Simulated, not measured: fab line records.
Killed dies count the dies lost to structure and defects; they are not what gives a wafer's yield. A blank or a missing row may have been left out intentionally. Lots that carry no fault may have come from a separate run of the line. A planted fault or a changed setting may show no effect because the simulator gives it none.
Chamber matching ; flow nand harc ; NHARC_A_SLIT_ETCH_29 on rie diel-10 has 4 sister chambers
The step etches the open film in CF4/O2, target depth 100 nm, overetch 10 nm, time 55 s. 18 wafers are shown with their chamber, then 9 later ones without.

EACH WAFER AND ITS CHAMBER
wafer;chamber;showerhead plenum p Torr (Torr);oes product au (a.u.);rf vpp V (V)
L074.1;0;1.37;0.996;198.5
L074.5;3;1.42;1.014;200.3
L074.6;0;1.37;1.002;198.5
L077.1;3;1.43;1.010;201.4
L077.2;1;1.38;1.010;197.7
L077.6;3;1.42;1.017;199.4
L080.2;1;1.38;1.017;200.1
L080.3;0;1.37;0.994;199.4
L080.4;2;1.34;0.989;195.7
L082.1;2;1.34;0.986;199.4
L082.2;0;1.37;1.002;196.9
L082.5;2;1.34;0.997;197.2
L084.1;3;1.42;1.021;199.0
L084.5;3;1.42;1.017;198.3
L084.6;0;1.37;1.003;199.4
L088.1;1;1.38;1.009;199.7
L088.2;3;1.42;1.030;200.5
L088.4;0;1.37;1.004;198.5

SIGNATURES, as means of the wafers listed above
reading;chamber 0;chamber 1;chamber 2;chamber 3;scatter within a chamber
showerhead plenum p Torr;1.3700;1.3800;1.3400;1.4217;0.00244
oes product au;1.00017;1.01200;0.99067;1.01817;0.00549
rf vpp V;198.533;199.167;197.433;199.817;1.22
Rule: distance of a wafer from a chamber = root of the sum over the readings of ((wafer's reading minus chamber's mean) / reading's scatter) squared. The wafer belongs to the nearest chamber; if the next one is less than 2 further off, it can't be placed. How the scatter is found: for the shown wafers, subtract from each reading the mean of its chamber, square and add these, divide the total by (wafers less chambers), then take the root.

WAFERS MISSING THEIR CHAMBER
wafer;showerhead plenum p Torr (Torr);oes product au (a.u.);rf vpp V (V)
L089.3;1.42;1.022;198.9
L089.5;1.37;0.993;198.4
L089.6;1.38;1.011;198.9
L092.1;1.38;1.020;197.7
L092.3;1.42;1.024;198.9
L092.4;1.37;1.001;197.8
L094.1;1.38;1.008;198.6
L094.3;1.42;1.015;199.6
L094.6;1.38;1.006;199.1

WHICH CHAMBER EACH ONE RAN IN
wafer;from the rows above;in truth
L089.3;3;3
L089.5;0;0
L089.6;1;1
L092.1;1;1
L092.3;3;3
L092.4;0;0
L094.1;1;1
L094.3;3;3
L094.6;1;1
9 of 9 placed correctly. From these rows, 0 cannot be placed. 0 placed wrongly.
